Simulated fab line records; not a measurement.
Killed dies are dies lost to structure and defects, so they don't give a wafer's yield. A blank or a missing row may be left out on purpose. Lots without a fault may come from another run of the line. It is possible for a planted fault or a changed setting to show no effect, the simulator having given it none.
fab line records :: flow nandHarc :: part 2 of 2: steps 24 to 39 of 39
record:
  lots: 5
  wafers: 15
  lastDay: 34
route steps=1302 shown A_M1@1176 A_BONDPAD@1202
lots with no fault: from the same line, run without faults
startH: start of the lot's first displayed wafer, in hours after the record's first day :: waitH: time in hours since the lot's previous step :: " the same as in the row above :: L1.1+2: a single row standing in for several wafers :: - either no value or no given start :: * or withheld: withheld :: < > ~ a bound
route shown NAME@n: NAME is a module with steps in the file, n the number in the route of the first one :: usual: average and standard deviation across the fault-free wafers :: same: alike in all rows :: chamber/n: place in a boat :: sites: readings site by site :: _std_site: standard deviation of those values :: _edge_site: mean of outer sites minus mean of inner sites :: radiusMm: how far each site lies from the wafer's centre :: mask NAME#n: copy n :: behind: the tool/chamber that last shaped the wafer :: hold: reason for holding the lot/hours on hold/outcome of the hold :: device: the transistor (n, p or np) that didn't switch :: end of line: the same wafers' tests at the end of the route :: a step without rows: its recipe alone :: killed: dies lost to structure and defects at the first sort, not the wafer's yield :: map: dies across one wafer; x = killed, . = not, _ = none there
set.NAME: the run value of the setting; set.NAME@STEP: its run value at that earlier step :: model.NAME: the simulator's own value behind a step, which no gauge read
certain route steps with their lots: each step a table, each wafer a row
services: from which hour (startH, from the record's first day; less than 0 if before it) a tool's chamber was out of use, for how many hours, and why
== steps ==
step: NHARC_A_M1_PRE_CLEAN_32
recipe:
  timeS: 12
  tempC: 370
  rfPowerW: 300
  gas: NH3
usual:
  heaterPowerW: 616/81
lot.wafer: L081.3
tool: pecvd-02
chamber: 0
startH: 622.90
waitH: 0.1
heaterPowerW: 582

lot.wafer: L081.5
tool: pecvd-02
chamber: 0
startH: 622.90
waitH: 0.1
heaterPowerW: 585

lot.wafer: L081.6
tool: pecvd-02
chamber: 1
startH: 622.90
waitH: 0.1
heaterPowerW: 596

lot.wafer: L089.1
tool: pecvd-04
chamber: 1
startH: 666.73
waitH: 0.1
heaterPowerW: 771

lot.wafer: L089.5
tool: pecvd-04
chamber: 2
startH: 666.73
waitH: 0.1
heaterPowerW: 538

lot.wafer: L089.4
tool: pecvd-04
chamber: 0
startH: 666.73
waitH: 0.1
heaterPowerW: 723

lot.wafer: L090.2
tool: pecvd-01
chamber: 1
startH: 693.62
waitH: 0.1
heaterPowerW: 662

lot.wafer: L090.5
tool: pecvd-01
chamber: 2
startH: 693.62
waitH: 0.1
heaterPowerW: 553

lot.wafer: L090.4
tool: pecvd-01
chamber: 0
startH: 693.62
waitH: 0.1
heaterPowerW: 678

lot.wafer: L094.2
tool: pecvd-02
chamber: 1
startH: 707.21
waitH: 0.1
heaterPowerW: 619

lot.wafer: L094.6
tool: pecvd-02
chamber: 2
startH: 707.21
waitH: 0.1
heaterPowerW: 611

lot.wafer: L094.5
tool: pecvd-02
chamber: 0
startH: 707.21
waitH: 0.1
heaterPowerW: 493

lot.wafer: L096.2
tool: pecvd-04
chamber: 0
startH: 768.71
waitH: 0.1
heaterPowerW: 665

lot.wafer: L096.5
tool: pecvd-04
chamber: 0
startH: 768.71
waitH: 0.1
heaterPowerW: 678

lot.wafer: L096.4
tool: pecvd-04
chamber: 2
startH: 768.71
waitH: 0.1
heaterPowerW: 542
step: NHARC_A_M1_DEP_33
recipe:
  targetThkA: 300
  tempC: 370
  targetThkNm: 30
  pressureTorr: 3
  flowSccm: 200
  rfW: 450
  material: SiCN
usual:
  heaterPowerW: 567/87
lot.wafer: L081.3
tool: pecvd-02
chamber: 0
startH: 622.98
waitH: 0.1
heaterPowerW: 511

lot.wafer: L081.5
tool: pecvd-02
chamber: 0
startH: 622.98
waitH: 0.1
heaterPowerW: 509

lot.wafer: L081.6
tool: pecvd-02
chamber: 1
startH: 622.98
waitH: 0.1
heaterPowerW: 526

lot.wafer: L089.1
tool: pecvd-04
chamber: 1
startH: 666.87
waitH: 0.1
heaterPowerW: 732

lot.wafer: L089.5
tool: pecvd-04
chamber: 2
startH: 666.87
waitH: 0.1
heaterPowerW: 503

lot.wafer: L089.4
tool: pecvd-04
chamber: 0
startH: 666.87
waitH: 0.1
heaterPowerW: 684

lot.wafer: L090.2
tool: pecvd-01
chamber: 1
startH: 693.76
waitH: 0.1
heaterPowerW: 617

lot.wafer: L090.5
tool: pecvd-01
chamber: 2
startH: 693.76
waitH: 0.1
heaterPowerW: 489

lot.wafer: L090.4
tool: pecvd-01
chamber: 0
startH: 693.76
waitH: 0.1
heaterPowerW: 591

lot.wafer: L094.2
tool: pecvd-02
chamber: 1
startH: 707.29
waitH: 0.1
heaterPowerW: 531

lot.wafer: L094.6
tool: pecvd-02
chamber: 2
startH: 707.29
waitH: 0.1
heaterPowerW: 546

lot.wafer: L094.5
tool: pecvd-02
chamber: 0
startH: 707.29
waitH: 0.1
heaterPowerW: 435

lot.wafer: L096.2
tool: pecvd-04
chamber: 0
startH: 768.79
waitH: 0.1
heaterPowerW: 668

lot.wafer: L096.5
tool: pecvd-04
chamber: 0
startH: 768.79
waitH: 0.1
heaterPowerW: 673

lot.wafer: L096.4
tool: pecvd-04
chamber: 2
startH: 768.79
waitH: 0.1
heaterPowerW: 508
step: NHARC_A_BONDPAD_DEP_00
recipe:
  targetThkA: 2500
  tempC: 370
  targetThkNm: 250
  pressureTorr: 3
  flowSccm: 200
  rfW: 450
  material: SiCN
usual:
  heaterPowerW: 560/110
lot.wafer: L081.3
tool: pecvd-01
chamber: 1
startH: 623.62
waitH: -
heaterPowerW: 587

lot.wafer: L081.5
tool: pecvd-01
chamber: 0
startH: 623.62
waitH: -
heaterPowerW: 592

lot.wafer: L081.6
tool: pecvd-01
chamber: 1
startH: 623.62
waitH: -
heaterPowerW: 607

lot.wafer: L089.1
tool: pecvd-03
chamber: 0
startH: 667.43
waitH: -
heaterPowerW: 496

lot.wafer: L089.5
tool: pecvd-03
chamber: 1
startH: 667.43
waitH: -
heaterPowerW: 645

lot.wafer: L089.4
tool: pecvd-03
chamber: 2
startH: 667.43
waitH: -
heaterPowerW: 464

lot.wafer: L090.2
tool: pecvd-03
chamber: 2
startH: 694.23
waitH: -
heaterPowerW: 424

lot.wafer: L090.5
tool: pecvd-03
chamber: 2
startH: 694.23
waitH: -
heaterPowerW: 433

lot.wafer: L090.4
tool: pecvd-03
chamber: 0
startH: 694.23
waitH: -
heaterPowerW: 452

lot.wafer: L094.2
tool: pecvd-03
chamber: 0
startH: 707.89
waitH: -
heaterPowerW: 484

lot.wafer: L094.6
tool: pecvd-03
chamber: 0
startH: 707.89
waitH: -
heaterPowerW: 500

lot.wafer: L094.5
tool: pecvd-03
chamber: 1
startH: 707.89
waitH: -
heaterPowerW: 677

lot.wafer: L096.2
tool: pecvd-01
chamber: 0
startH: 769.43
waitH: -
heaterPowerW: 573

lot.wafer: L096.4
tool: pecvd-01
chamber: 2
startH: 769.43
waitH: -
heaterPowerW: 500

lot.wafer: L096.5
tool: pecvd-01
chamber: 1
startH: 769.43
waitH: -
heaterPowerW: 682
step: NHARC_A_BONDPAD_CMP_29
recipe:
  targetThkNm: 200
  material: SiCN
usual:
  motorCurrentA: 11.9/1.2
lot.wafer: L081.3
tool: cmp-01
chamber: 1
startH: 623.94
waitH: -
motorCurrentA: 12.6

lot.wafer: L081.6
tool: cmp-01
chamber: 1
startH: 623.94
waitH: -
motorCurrentA: 12.2

lot.wafer: L081.5
tool: cmp-01
chamber: 2
startH: 623.94
waitH: -
motorCurrentA: 11.6

lot.wafer: L089.4
tool: cmp-03
chamber: 3
startH: 667.75
waitH: -
motorCurrentA: 11.9

lot.wafer: L089.1
tool: cmp-03
chamber: 2
startH: 667.75
waitH: -
motorCurrentA: 10.1

lot.wafer: L089.5
tool: cmp-03
chamber: 0
startH: 667.75
waitH: -
motorCurrentA: 12.6

lot.wafer: L090.2
tool: cmp-03
chamber: 3
startH: 694.64
waitH: -
motorCurrentA: 11.8

lot.wafer: L090.4
tool: cmp-03
chamber: 1
startH: 694.64
waitH: -
motorCurrentA: 11.8

lot.wafer: L090.5
tool: cmp-03
chamber: 3
startH: 694.64
waitH: -
motorCurrentA: 12.2

lot.wafer: L094.2
tool: cmp-01
chamber: 2
startH: 708.28
waitH: -
motorCurrentA: 11.6

lot.wafer: L094.5
tool: cmp-01
chamber: 1
startH: 708.28
waitH: -
motorCurrentA: 12.3

lot.wafer: L094.6
tool: cmp-01
chamber: 2
startH: 708.28
waitH: -
motorCurrentA: 11.8

lot.wafer: L096.2
tool: cmp-02
chamber: 1
startH: 769.80
waitH: -
motorCurrentA: 12.3

lot.wafer: L096.4
tool: cmp-02
chamber: 3
startH: 769.80
waitH: -
motorCurrentA: 11.6

lot.wafer: L096.5
tool: cmp-02
chamber: 1
startH: 769.80
waitH: -
motorCurrentA: 12.6
step: NHARC_A_BONDPAD_THK_MEAS_30
recipe:
  thkMeasGauge: ellipsometry
usual:
  thkNm: 199.8/1.4
lot.wafer: L081.3
tool: filmMetro-02
chamber: -
startH: 624.20
waitH: 0.2
thkNm: 199.5

lot.wafer: L081.5
tool: filmMetro-02
chamber: -
startH: 624.20
waitH: 0.2
thkNm: 198.0

lot.wafer: L081.6
tool: filmMetro-02
chamber: -
startH: 624.20
waitH: 0.2
thkNm: 198.8

lot.wafer: L089.1
tool: filmMetro-01
chamber: -
startH: 668.00
waitH: 0.2
thkNm: 201.5

lot.wafer: L089.4
tool: filmMetro-01
chamber: -
startH: 668.00
waitH: 0.2
thkNm: 200.2

lot.wafer: L089.5
tool: filmMetro-01
chamber: -
startH: 668.00
waitH: 0.2
thkNm: 200.3

lot.wafer: L090.2
tool: filmMetro-01
chamber: -
startH: 694.89
waitH: 0.2
thkNm: 200.4

lot.wafer: L090.4
tool: filmMetro-01
chamber: -
startH: 694.89
waitH: 0.2
thkNm: 199.0

lot.wafer: L090.5
tool: filmMetro-01
chamber: -
startH: 694.89
waitH: 0.2
thkNm: 200.6

lot.wafer: L094.2
tool: filmMetro-02
chamber: -
startH: 708.51
waitH: 0.2
thkNm: 197.0

lot.wafer: L094.5
tool: filmMetro-02
chamber: -
startH: 708.51
waitH: 0.2
thkNm: 198.3

lot.wafer: L094.6
tool: filmMetro-02
chamber: -
startH: 708.51
waitH: 0.2
thkNm: 198.9

lot.wafer: L096.2
tool: filmMetro-02
chamber: -
startH: 770.05
waitH: 0.2
thkNm: 200.8

lot.wafer: L096.4
tool: filmMetro-02
chamber: -
startH: 770.05
waitH: 0.2
thkNm: 201.3

lot.wafer: L096.5
tool: filmMetro-02
chamber: -
startH: 770.05
waitH: 0.2
thkNm: 197.4
step: NHARC_A_BONDPAD_SRD_31
lot.wafer: L081.5+3+6
tool: wetBench-08
chamber: 0,1,3
startH: 624.24
waitH: 0.0

lot.wafer: L089.4+1+5
tool: wetBench-08
chamber: 0,1,3
startH: 668.05
waitH: 0.0

lot.wafer: L090.4+2+5
tool: wetBench-08
chamber: 6,7,1
startH: 694.93
waitH: 0.0

lot.wafer: L094.5+6+2
tool: wetBench-08
chamber: 1,4,5
startH: 708.55
waitH: 0.0

lot.wafer: L096.4+5+2
tool: wetBench-08
chamber: 5,7,0
startH: 770.09
waitH: 0.0
step: NHARC_A_BONDPAD_DEHYDRATE_01
recipe:
  tempC: 150
  timeS: 120
lot.wafer: L081.3+5+6
tool: lithoTrack-02
chamber: 0
startH: 624.32
waitH: 0.1

lot.wafer: L089.1+4+5
tool: lithoTrack-02
chamber: 0
startH: 668.12
waitH: 0.1

lot.wafer: L090.2+4+5
tool: lithoTrack-03
chamber: 0
startH: 695.01
waitH: 0.1

lot.wafer: L094.2+5+6
tool: lithoTrack-03
chamber: 0
startH: 708.63
waitH: 0.1

lot.wafer: L096.2+4+5
tool: lithoTrack-05
chamber: 0
startH: 770.17
waitH: 0.1
step: NHARC_A_BONDPAD_HMDS_02
recipe:
  timeS: 30
lot.wafer: L081.3+5+6
tool: lithoTrack-02
chamber: 0
startH: -
waitH: -

lot.wafer: L089.1+4+5
tool: lithoTrack-02
chamber: 0
startH: -
waitH: -

lot.wafer: L090.2+4+5
tool: lithoTrack-03
chamber: 0
startH: -
waitH: -

lot.wafer: L094.2+5+6
tool: lithoTrack-03
chamber: 0
startH: -
waitH: -

lot.wafer: L096.2+4+5
tool: lithoTrack-05
chamber: 0
startH: -
waitH: -
step: NHARC_A_BONDPAD_COAT_33
recipe:
  tempC: 200
  timeS: 65
lot.wafer: L081.3+5+6
tool: lithoTrack-02
chamber: 0
startH: -
waitH: -

lot.wafer: L089.1+4+5
tool: lithoTrack-02
chamber: 0
startH: -
waitH: -

lot.wafer: L090.2+4+5
tool: lithoTrack-03
chamber: 0
startH: -
waitH: -

lot.wafer: L094.2+5+6
tool: lithoTrack-03
chamber: 0
startH: -
waitH: -

lot.wafer: L096.2+4+5
tool: lithoTrack-05
chamber: 0
startH: -
waitH: -
step: NHARC_A_BONDPAD_COAT_03
recipe:
  spinRpm: 2000
  resistThkNm: 600
lot.wafer: L081.3+5+6
tool: lithoTrack-02
chamber: 0
startH: -
waitH: -

lot.wafer: L089.1+4+5
tool: lithoTrack-02
chamber: 0
startH: -
waitH: -

lot.wafer: L090.2+4+5
tool: lithoTrack-03
chamber: 0
startH: -
waitH: -

lot.wafer: L094.2+5+6
tool: lithoTrack-03
chamber: 0
startH: -
waitH: -

lot.wafer: L096.2+4+5
tool: lithoTrack-05
chamber: 0
startH: -
waitH: -
step: NHARC_A_BONDPAD_SOFTBAKE_04
recipe:
  tempC: 125
  timeS: 70
lot.wafer: L081.3+5+6
tool: lithoTrack-02
chamber: 0
startH: -
waitH: -

lot.wafer: L089.1+4+5
tool: lithoTrack-02
chamber: 0
startH: -
waitH: -

lot.wafer: L090.2+4+5
tool: lithoTrack-03
chamber: 0
startH: -
waitH: -

lot.wafer: L094.2+5+6
tool: lithoTrack-03
chamber: 0
startH: -
waitH: -

lot.wafer: L096.2+4+5
tool: lithoTrack-05
chamber: 0
startH: -
waitH: -
step: NHARC_A_BONDPAD_EBR_05
lot.wafer: L081.3+5+6
tool: lithoTrack-02
chamber: 0
startH: -
waitH: -

lot.wafer: L089.1+4+5
tool: lithoTrack-02
chamber: 0
startH: -
waitH: -

lot.wafer: L090.2+4+5
tool: lithoTrack-03
chamber: 0
startH: -
waitH: -

lot.wafer: L094.2+5+6
tool: lithoTrack-03
chamber: 0
startH: -
waitH: -

lot.wafer: L096.2+4+5
tool: lithoTrack-05
chamber: 0
startH: -
waitH: -
step: NHARC_A_BONDPAD_EXPOSE_06
recipe:
  na: 0.55
  doseMj: 36.99
  maskId: A_BPAD
usual:
  exposureDoseMJCm2: 36.97/0.037
lot.wafer: L081.3
tool: krfScanner-03
chamber: 0
startH: 624.50
waitH: -
mask: A_BPAD#0
exposureDoseMJCm2: 37.00

lot.wafer: L081.5
tool: krfScanner-03
chamber: 0
startH: 624.50
waitH: -
mask: A_BPAD#0
exposureDoseMJCm2: 37.02

lot.wafer: L081.6
tool: krfScanner-03
chamber: 0
startH: 624.50
waitH: -
mask: A_BPAD#0
exposureDoseMJCm2: 37.03

lot.wafer: L089.1
tool: krfScanner-03
chamber: 0
startH: 668.41
waitH: -
mask: A_BPAD#0
exposureDoseMJCm2: 36.97

lot.wafer: L089.4
tool: krfScanner-03
chamber: 0
startH: 668.41
waitH: -
mask: A_BPAD#0
exposureDoseMJCm2: 36.98

lot.wafer: L089.5
tool: krfScanner-03
chamber: 0
startH: 668.41
waitH: -
mask: A_BPAD#0
exposureDoseMJCm2: 37.00

lot.wafer: L090.2
tool: krfScanner-03
chamber: 0
startH: 695.31
waitH: -
mask: A_BPAD#0
exposureDoseMJCm2: 36.97

lot.wafer: L090.4
tool: krfScanner-03
chamber: 0
startH: 695.31
waitH: -
mask: A_BPAD#0
exposureDoseMJCm2: 36.96

lot.wafer: L090.5
tool: krfScanner-03
chamber: 0
startH: 695.31
waitH: -
mask: A_BPAD#0
exposureDoseMJCm2: 36.95

lot.wafer: L094.2
tool: krfScanner-02
chamber: 0
startH: 708.93
waitH: -
mask: A_BPAD#0
exposureDoseMJCm2: 36.96

lot.wafer: L094.5
tool: krfScanner-02
chamber: 0
startH: 708.93
waitH: -
mask: A_BPAD#0
exposureDoseMJCm2: 36.93

lot.wafer: L094.6
tool: krfScanner-02
chamber: 0
startH: 708.93
waitH: -
mask: A_BPAD#0
exposureDoseMJCm2: 36.92

lot.wafer: L096.2
tool: krfScanner-03
chamber: 0
startH: 770.47
waitH: -
mask: A_BPAD#0
exposureDoseMJCm2: 36.98

lot.wafer: L096.4
tool: krfScanner-03
chamber: 0
startH: 770.47
waitH: -
mask: A_BPAD#0
exposureDoseMJCm2: 36.96

lot.wafer: L096.5
tool: krfScanner-03
chamber: 0
startH: 770.47
waitH: -
mask: A_BPAD#0
exposureDoseMJCm2: 36.93
step: NHARC_A_BONDPAD_PEB_07
recipe:
  pebTempC: 128
  pebTimeS: 80
lot.wafer: L081.3+5+6
tool: lithoTrack-03
chamber: 0
startH: 624.55
waitH: 0.1

lot.wafer: L089.1+4+5
tool: lithoTrack-03
chamber: 0
startH: 668.48
waitH: 0.1

lot.wafer: L090.2+4+5
tool: lithoTrack-05
chamber: 0
startH: 695.37
waitH: 0.1

lot.wafer: L094.2+5+6
tool: lithoTrack-03
chamber: 0
startH: 708.99
waitH: 0.1

lot.wafer: L096.2+4+5
tool: lithoTrack-02
chamber: 0
startH: 770.53
waitH: 0.1
step: NHARC_A_BONDPAD_DEVELOP_08
recipe:
  timeS: 50
  devTempC: 22
lot.wafer: L081.3+5+6
tool: lithoTrack-03
chamber: 0
startH: -
waitH: -

lot.wafer: L089.1+4+5
tool: lithoTrack-03
chamber: 0
startH: -
waitH: -

lot.wafer: L090.2+4+5
tool: lithoTrack-05
chamber: 0
startH: -
waitH: -

lot.wafer: L094.2+5+6
tool: lithoTrack-03
chamber: 0
startH: -
waitH: -

lot.wafer: L096.2+4+5
tool: lithoTrack-02
chamber: 0
startH: -
waitH: -
step: NHARC_A_BONDPAD_CD_MEAS_09
recipe:
  targetCdNm: 500
  landingEnergyEv: 500
usual:
  cdNm: 500.3/1.6
lot.wafer: L081.3
tool: cdSem-01
chamber: 0
startH: 624.64
waitH: -
cdNm: 501.3

lot.wafer: L081.5
tool: cdSem-01
chamber: 0
startH: 624.64
waitH: -
cdNm: 499.6

lot.wafer: L081.6
tool: cdSem-01
chamber: 0
startH: 624.64
waitH: -
cdNm: 501.2

lot.wafer: L089.1
tool: cdSem-01
chamber: 0
startH: 668.56
waitH: -
cdNm: 499.0

lot.wafer: L089.4
tool: cdSem-01
chamber: 0
startH: 668.56
waitH: -
cdNm: 498.0

lot.wafer: L089.5
tool: cdSem-01
chamber: 0
startH: 668.56
waitH: -
cdNm: 499.6

lot.wafer: L090.2
tool: cdSem-03
chamber: 0
startH: 695.45
waitH: -
cdNm: 499.0

lot.wafer: L090.4
tool: cdSem-03
chamber: 0
startH: 695.45
waitH: -
cdNm: 499.2

lot.wafer: L090.5
tool: cdSem-03
chamber: 0
startH: 695.45
waitH: -
cdNm: 500.7

lot.wafer: L094.2
tool: cdSem-03
chamber: 0
startH: 709.08
waitH: -
cdNm: 502.0

lot.wafer: L094.5
tool: cdSem-03
chamber: 0
startH: 709.08
waitH: -
cdNm: 499.6

lot.wafer: L094.6
tool: cdSem-03
chamber: 0
startH: 709.08
waitH: -
cdNm: 497.7

lot.wafer: L096.2
tool: cdSem-01
chamber: 0
startH: 770.61
waitH: -
cdNm: 499.9

lot.wafer: L096.4
tool: cdSem-01
chamber: 0
startH: 770.61
waitH: -
cdNm: 500.9

lot.wafer: L096.5
tool: cdSem-01
chamber: 0
startH: 770.61
waitH: -
cdNm: 498.7
== services ==
tool: pecvd-02
chamber: 0
startH: 596.17
hours: 22.6
kind: repair

tool: pecvd-04
chamber: 2
startH: 599.65
hours: 8.6
kind: repair

tool: krfScanner-03
chamber: -
startH: 604.30
hours: 4.2
kind: repair

tool: rieDiel-02
chamber: 1
startH: 611.72
hours: 5.9
kind: repair

tool: pvdSputter-01
chamber: -
startH: 613.37
hours: 1.2
kind: repair

tool: rieDiel-13
chamber: 0
startH: 613.44
hours: 7.1
kind: repair

tool: lithoTrack-03
chamber: -
startH: 625.00
hours: 7.0
kind: pm

tool: pecvd-04
chamber: -
startH: 631.14
hours: 13.0
kind: pm

tool: pvdSputter-02
chamber: -
startH: 638.04
hours: 10.0
kind: pm

tool: wetBench-08
chamber: -
startH: 646.40
hours: 8.0
kind: pm

tool: lithoTrack-05
chamber: -
startH: 649.00
hours: 7.0
kind: pm

tool: wetBench-10
chamber: -
startH: 663.20
hours: 8.0
kind: pm

tool: pecvd-01
chamber: -
startH: 673.22
hours: 13.0
kind: pm

tool: rieDiel-13
chamber: -
startH: 674.40
hours: 0.7
kind: repair

tool: lithoTrack-01
chamber: -
startH: 680.00
hours: 7.0
kind: pm

tool: rieDiel-13
chamber: 3
startH: 691.61
hours: 19.8
kind: repair

tool: rieDiel-13
chamber: -
startH: 696.00
hours: 9.0
kind: pm

tool: pecvd-02
chamber: -
startH: 711.32
hours: 10.2
kind: repair

tool: rieDiel-13
chamber: 1
startH: 728.93
hours: 5.4
kind: repair

tool: pvdSputter-01
chamber: -
startH: 736.70
hours: 0.9
kind: repair

tool: rieDiel-02
chamber: -
startH: 747.71
hours: 9.0
kind: pm

tool: lithoTrack-02
chamber: -
startH: 752.00
hours: 7.0
kind: pm

tool: pvdSputter-01
chamber: -
startH: 760.05
hours: 10.0
kind: pm

tool: rieDiel-05
chamber: -
startH: 760.60
hours: 9.0
kind: pm
